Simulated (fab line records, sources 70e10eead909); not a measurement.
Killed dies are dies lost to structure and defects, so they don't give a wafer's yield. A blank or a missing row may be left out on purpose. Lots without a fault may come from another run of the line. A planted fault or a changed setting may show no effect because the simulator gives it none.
Which tool did it? | flow nand_harc | 13 lots, 37 wafers sampled, at 5 steps of a route of 1302

WHAT THE GAUGES READ, wafer by wafer
NHARC_END_SORT_01. Usual: killed_at_array 49, standard deviation 18; killed_at_other 0.7, standard deviation 1.1; killed_at_periphery 4.0, standard deviation 2.6; killed_dies 54, standard deviation 19; killed_open 3.4, standard deviation 1.7; killed_short 2.5, standard deviation 1.7.
lot  | measured     | on        | killed_at_array | killed_at_other | killed_at_periphery | killed_dies | killed_open | killed_short | flag
L941 | day 24 08:58 | prober-01 | 45 59 41        | 1 2 0           | 3 1 5               | 49 62 46    | 3 2 5       | 1 4 0        |
L942 | day 24 07:23 | prober-02 | 30 49 46        | 1 0 1           | 6 4 9               | 37 53 56    | 2 4 4       | 5 4 2        |
L944 | day 25 14:17 | prober-01 | 46 46 39        | 2 0 1           | 0 3 3               | 48 49 43    | 3 8 3       | 2 1 6        |
L950 | day 27 23:49 | prober-01 | 26 36           | 1 1             | 5 6                 | 32 43       | 3 5         | 0 2          |
L949 | day 28 03:58 | prober-02 | 48 74           | 2 0             | 4 7                 | 54 81       | 3 6         | 2 2          |
L955 | day 29 21:17 | prober-01 | 59 53 64        | 1 1 2           | 5 3 7               | 65 57 73    | 3 3 4       | 3 1 1        |
L958 | day 31 15:49 | prober-01 | 75 93 74        | 0 1 1           | 5 6 2               | 80 100 77   | 5 6 2       | 5 3 4        |
L960 | day 31 23:41 | prober-01 | 20 29 19        | 0 0 0           | 1 4 2               | 21 33 21    | 0 4 3       | 2 3 1        |
L959 | day 32 08:43 | prober-01 | 63 76 78        | 0 0 0           | 2 7 4               | 65 83 82    | 2 2 4       | 1 1 0        |
L961 | day 32 16:32 | prober-01 | 40 46 63        | 2 0 0           | 0 0 2               | 42 46 65    | 2 1 4       | 3 4 2        |
L962 | day 33 04:19 | prober-02 | 48 65 32        | 4 3 3           | 3 5 4               | 55 73 39    | 3 3 4       | 2 7 1        |
L963 | day 33 17:06 | prober-02 | 62 57 46        | 0 0 0           | 3 2 3               | 65 59 49    | 3 2 2       | 4 1 4        |
L964 | day 34 00:10 | prober-01 | 16 21 32        | 1 0 0           | 5 4 5               | 22 25 37    | 4 3 5       | 3 2 7        |

WHICH TOOL RAN EACH LOT (tool, then ch and the chambers of the sampled wafers, then the start)
lot  | NHARC_A_CONTACT_ETCH_127             | NHARC_A_CONTACT_ETCH_132             | NHARC_A_CONTACT_SOFTBAKE_03       | NHARC_A_CONTACT_ETCH_88
L941 | har_cap_etch-02 ch 0,1, day 21 23:31 | har_cap_etch-02 ch 0,1, day 22 00:23 | litho_track-04 ch 0, day 22 04:00 | rie_diel-12 ch 0,2,3, day 22 05:20
L942 | har_cap_etch-03 ch 0,1, day 22 00:04 | har_cap_etch-03 ch 0,1, day 22 00:56 | litho_track-04 ch 0, day 22 05:00 | rie_diel-03 ch 1,3, day 22 05:58
L944 | har_cap_etch-03 ch 0,1, day 23 04:23 | har_cap_etch-03 ch 0,1, day 23 05:17 | litho_track-01 ch 0, day 23 09:00 | rie_diel-03 ch 2,3, day 23 10:41
L950 | har_cap_etch-02 ch 0, day 25 10:10   | har_cap_etch-02 ch 0, day 25 11:03   | litho_track-04 ch 0, day 25 17:00 | rie_diel-12 ch 0,1, day 25 18:26
L949 | har_cap_etch-03 ch 0,1, day 25 15:55 | har_cap_etch-03 ch 0,1, day 25 16:49 | litho_track-04 ch 0, day 25 20:00 | rie_diel-12 ch 0,3, day 25 21:36
L955 | har_cap_etch-03 ch 0,1, day 27 13:32 | har_cap_etch-03 ch 0,1, day 27 14:26 | litho_track-01 ch 0, day 27 18:00 | rie_diel-12 ch 1,2,3, day 27 19:17
L958 | har_cap_etch-02 ch 0,1, day 29 10:16 | har_cap_etch-02 ch 0,1, day 29 11:09 | litho_track-06 ch 0, day 29 15:00 | rie_diel-12 ch 1,2,3, day 29 16:09
L960 | har_cap_etch-01 ch 0,1, day 29 15:35 | har_cap_etch-01 ch 0,1, day 29 16:28 | litho_track-04 ch 0, day 29 21:00 | rie_diel-12 ch 0,1,2, day 29 22:21
L959 | har_cap_etch-02 ch 0,1, day 29 20:37 | har_cap_etch-02 ch 0,1, day 29 21:31 | litho_track-04 ch 0, day 30 02:00 | rie_diel-08 ch 0,1, day 30 03:21
L961 | har_cap_etch-03 ch 0,1, day 30 00:58 | har_cap_etch-03 ch 0,1, day 30 01:50 | litho_track-06 ch 0, day 30 06:00 | rie_diel-12 ch 2,3, day 30 06:58
L962 | har_cap_etch-03 ch 0,1, day 30 18:21 | har_cap_etch-03 ch 0,1, day 30 19:14 | litho_track-04 ch 0, day 30 23:00 | rie_diel-03 ch 0,1,3, day 31 00:35
L963 | har_cap_etch-01 ch 0,1, day 31 02:41 | har_cap_etch-01 ch 0,1, day 31 03:34 | litho_track-01 ch 0, day 31 11:00 | rie_diel-12 ch 0,1,2, day 31 11:51
L964 | har_cap_etch-02 ch 0,1, day 31 11:49 | har_cap_etch-02 ch 0,1, day 31 12:42 | litho_track-04 ch 0, day 31 16:00 | rie_diel-12 ch 1,2, day 31 17:29
- NHARC_A_CONTACT_ETCH_127: etches the open film in C4F8/O2/Ar, time 197 s, target depth 1918 nm.
- NHARC_A_CONTACT_ETCH_132: etches the open film in C4F8/O2/Ar, time 197 s, target depth 1924 nm.
- NHARC_A_CONTACT_SOFTBAKE_03: time 55 s.
- NHARC_A_CONTACT_ETCH_88: etches the open film in CF4, target depth 39 nm, time 65 s.

WHAT THE TOOLS THEMSELVES READ (means of the sampled wafers that have a number; where no wafer has one, the mark that the record gives instead)
NHARC_A_CONTACT_ETCH_127. Usual: oes_air_line_au 0.999 a.u., standard deviation 0.02.
lot  | tool            | oes_air_line_au (a.u.) | flag
L941 | har_cap_etch-02 | 0.999                  |
L942 | har_cap_etch-03 | 1.010                  |
L944 | har_cap_etch-03 | 0.996                  |
L950 | har_cap_etch-02 | 0.998                  |
L949 | har_cap_etch-03 | 0.986                  |
L955 | har_cap_etch-03 | 0.991                  |
L958 | har_cap_etch-02 | 0.980                  |
L960 | har_cap_etch-01 | 0.985                  |
L959 | har_cap_etch-02 | 1.022                  |
L961 | har_cap_etch-03 | 1.010                  |
L962 | har_cap_etch-03 | 1.023                  |
L963 | har_cap_etch-01 | 0.993                  |
L964 | har_cap_etch-02 | 1.015                  |

NHARC_A_CONTACT_ETCH_132. Usual: oes_air_line_au 1.000 a.u., standard deviation 0.021.
lot  | tool            | oes_air_line_au (a.u.) | flag
L941 | har_cap_etch-02 | 0.987                  |
L942 | har_cap_etch-03 | 0.988                  |
L944 | har_cap_etch-03 | 1.022                  |
L950 | har_cap_etch-02 | 1.022                  |
L949 | har_cap_etch-03 | 0.989                  |
L955 | har_cap_etch-03 | 1.007                  |
L958 | har_cap_etch-02 | 1.019                  |
L960 | har_cap_etch-01 | 1.002                  |
L959 | har_cap_etch-02 | 1.006                  |
L961 | har_cap_etch-03 | 0.979                  |
L962 | har_cap_etch-03 | 0.991                  |
L963 | har_cap_etch-01 | 1.019                  |
L964 | har_cap_etch-02 | 0.975                  |

NHARC_A_CONTACT_SOFTBAKE_03. Usual: chill_plate_temp_C 23.01 C, standard deviation 0.1; heater_power_total_W 188.47 W, standard deviation 0.14.
lot  | tool           | chill_plate_temp_C (C) | heater_power_total_W (W) | flag
L941 | litho_track-04 | 23.02                  | 188.38                   |
L942 | litho_track-04 | 23.01                  | 188.38                   |
L944 | litho_track-01 | 23.04                  | 188.57                   |
L950 | litho_track-04 | 23.02                  | 255.94                   | OFF
L949 | litho_track-04 | 23.07                  | 256.02                   | OFF
L955 | litho_track-01 | 22.95                  | 188.61                   |
L958 | litho_track-06 | 22.91                  | 188.49                   |
L960 | litho_track-04 | 23.10                  | 188.36                   |
L959 | litho_track-04 | 22.93                  | 188.68                   |
L961 | litho_track-06 | 23.06                  | 188.34                   |
L962 | litho_track-04 | 23.10                  | 188.52                   |
L963 | litho_track-01 | 23.09                  | 188.48                   |
L964 | litho_track-04 | 22.91                  | 188.46                   |

NHARC_A_CONTACT_ETCH_88. Usual: drypump_motor_current_A 5.6 A, standard deviation 0.33; oes_product_au 1.003 a.u., standard deviation 0.0097; rf_vpp_V 151.8 V, standard deviation 1.1; showerhead_plenum_p_Torr 1.81 Torr, standard deviation 0.066; throttle_valve_pct 13.283 %, standard deviation 0.0091.
lot  | tool        | drypump_motor_current_A (A) | oes_product_au (a.u.) | rf_vpp_V (V) | showerhead_plenum_p_Torr (Torr) | throttle_valve_pct (%) | flag
L941 | rie_diel-12 | 5.6                         | 0.990                 | 152.6        | 1.87                            | 13.288                 |
L942 | rie_diel-03 | 5.9                         | 1.004                 | 151.0        | 1.79                            | 13.285                 |
L944 | rie_diel-03 | 5.1                         | 1.002                 | 151.6        | 1.77                            | 13.280                 |
L950 | rie_diel-12 | 5.8                         | 0.999                 | 152.8        | 1.84                            | 13.279                 |
L949 | rie_diel-12 | 5.5                         | 0.994                 | 152.4        | 1.87                            | 13.281                 |
L955 | rie_diel-12 | 5.7                         | 1.006                 | 151.4        | 1.83                            | 13.285                 |
L958 | rie_diel-12 | 5.7                         | 1.004                 | 150.6        | 1.83                            | 13.284                 |
L960 | rie_diel-12 | 5.8                         | 1.009                 | 151.9        | 1.85                            | 13.283                 |
L959 | rie_diel-08 | 5.6                         | 1.000                 | 152.0        | 1.82                            | 13.273                 |
L961 | rie_diel-12 | 5.5                         | 1.005                 | 152.3        | 1.85                            | 13.280                 |
L962 | rie_diel-03 | 5.7                         | 1.008                 | 151.3        | 1.76                            | 13.277                 |
L963 | rie_diel-12 | 5.8                         | 1.005                 | 151.7        | 1.84                            | 13.284                 |
L964 | rie_diel-12 | 5.9                         | 1.000                 | 151.9        | 1.80                            | 13.274                 |

THE ANSWER, worked out from the rows above alone
Rule: a lot is off if the mean of its wafers that have a number lies more than 3 standard deviations from the usual mean. A lot without any number at a reading at which 4 lots or more have one is off too. The other lots that the step has rows for count as sound. The gauges are gone through in route order, then the tools' own readings, and for those a lot's mean is taken as printed above. The first step at which some lot is off is used, and at that step the reading that is off furthest; a lot without a number counts as furthest.
Off: L950, L949, at NHARC_A_CONTACT_SOFTBAKE_03 (heater_power_total_W).
A tool fits if, at that step or a process step before it, it ran every lot that is off, and no sound lot after the first of them. None of those tried fits.

WHAT THE SIMULATOR HAD PUT IN
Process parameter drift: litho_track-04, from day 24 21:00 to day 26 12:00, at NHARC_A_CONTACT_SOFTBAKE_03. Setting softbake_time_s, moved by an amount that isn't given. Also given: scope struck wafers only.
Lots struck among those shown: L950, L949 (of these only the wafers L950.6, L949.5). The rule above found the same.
